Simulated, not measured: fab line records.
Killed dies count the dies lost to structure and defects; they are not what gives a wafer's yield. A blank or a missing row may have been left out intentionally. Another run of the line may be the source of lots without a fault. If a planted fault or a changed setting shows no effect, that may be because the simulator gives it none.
Matching of chambers || flow n5-finfet || 4 sister chambers for N5_BEOL_M5_STRIP_36 on rie-diel-06
The step strips in N2/H2. 8 wafers are shown with their chamber, then 10 later ones without.

== WAFERS PAIRED WITH THEIR CHAMBERS ==
{"wafer": "L082.6", "chamber": 0, "drypump-motor-current-A (A)": 6.2, "showerhead-plenum-p-Torr (Torr)": 2.51}
{"wafer": "L084.2", "chamber": 0, "drypump-motor-current-A (A)": 6.2, "showerhead-plenum-p-Torr (Torr)": 2.51}
{"wafer": "L084.5", "chamber": 3, "drypump-motor-current-A (A)": 5.8, "showerhead-plenum-p-Torr (Torr)": 2.44}
{"wafer": "L085.3", "chamber": 1, "drypump-motor-current-A (A)": 5.2, "showerhead-plenum-p-Torr (Torr)": 2.45}
{"wafer": "L085.4", "chamber": 3, "drypump-motor-current-A (A)": 5.9, "showerhead-plenum-p-Torr (Torr)": 2.44}
{"wafer": "L085.5", "chamber": 2, "drypump-motor-current-A (A)": 6.6, "showerhead-plenum-p-Torr (Torr)": 2.49}
{"wafer": "L088.1", "chamber": 1, "drypump-motor-current-A (A)": 5.2, "showerhead-plenum-p-Torr (Torr)": 2.44}
{"wafer": "L088.4", "chamber": 2, "drypump-motor-current-A (A)": 6.6, "showerhead-plenum-p-Torr (Torr)": 2.49}

== WAFERS WITHOUT THEIR CHAMBER ==
{"wafer": "L088.6", "drypump-motor-current-A (A)": 6.6, "showerhead-plenum-p-Torr (Torr)": 2.49}
{"wafer": "L091.2", "drypump-motor-current-A (A)": 5.3, "showerhead-plenum-p-Torr (Torr)": 2.44}
{"wafer": "L091.3", "drypump-motor-current-A (A)": 6.6, "showerhead-plenum-p-Torr (Torr)": 2.49}
{"wafer": "L091.4", "drypump-motor-current-A (A)": 6.2, "showerhead-plenum-p-Torr (Torr)": 2.50}
{"wafer": "L092.2", "drypump-motor-current-A (A)": 6.6, "showerhead-plenum-p-Torr (Torr)": 2.49}
{"wafer": "L092.4", "drypump-motor-current-A (A)": 6.2, "showerhead-plenum-p-Torr (Torr)": 2.50}
{"wafer": "L092.5", "drypump-motor-current-A (A)": 6.6, "showerhead-plenum-p-Torr (Torr)": 2.48}
{"wafer": "L095.1", "drypump-motor-current-A (A)": 5.2, "showerhead-plenum-p-Torr (Torr)": 2.44}
{"wafer": "L095.3", "drypump-motor-current-A (A)": 6.6, "showerhead-plenum-p-Torr (Torr)": 2.48}
{"wafer": "L095.6", "drypump-motor-current-A (A)": 5.2, "showerhead-plenum-p-Torr (Torr)": 2.44}

== WHICH CHAMBER EACH ONE RAN IN ==
{"wafer": "L088.6", "from the rows above": 2, "in truth": 2}
{"wafer": "L091.2", "from the rows above": 1, "in truth": 1}
{"wafer": "L091.3", "from the rows above": 2, "in truth": 2}
{"wafer": "L091.4", "from the rows above": 0, "in truth": 0}
{"wafer": "L092.2", "from the rows above": 2, "in truth": 2}
{"wafer": "L092.4", "from the rows above": 0, "in truth": 0}
{"wafer": "L092.5", "from the rows above": 2, "in truth": 2}
{"wafer": "L095.1", "from the rows above": 1, "in truth": 1}
{"wafer": "L095.3", "from the rows above": 2, "in truth": 2}
{"wafer": "L095.6", "from the rows above": 1, "in truth": 1}
10 of 10 placed correctly. Left unplaced by these rows: 0. Placed wrongly: 0.
How it was worked out, from the rows above alone: a wafer's distance from a chamber is the root of the sum, over the readings, of the square of ((its reading less the chamber's mean) divided by the reading's scatter). If the next closest chamber is less than 2 further off than the closest, the wafer can't be placed; otherwise it belongs to the closest. A chamber's mean is the mean of its shown wafers. The scatter: take each reading less its chamber's mean, square it, sum over the shown wafers, divide by the number of wafers less the number of chambers, and take the root.
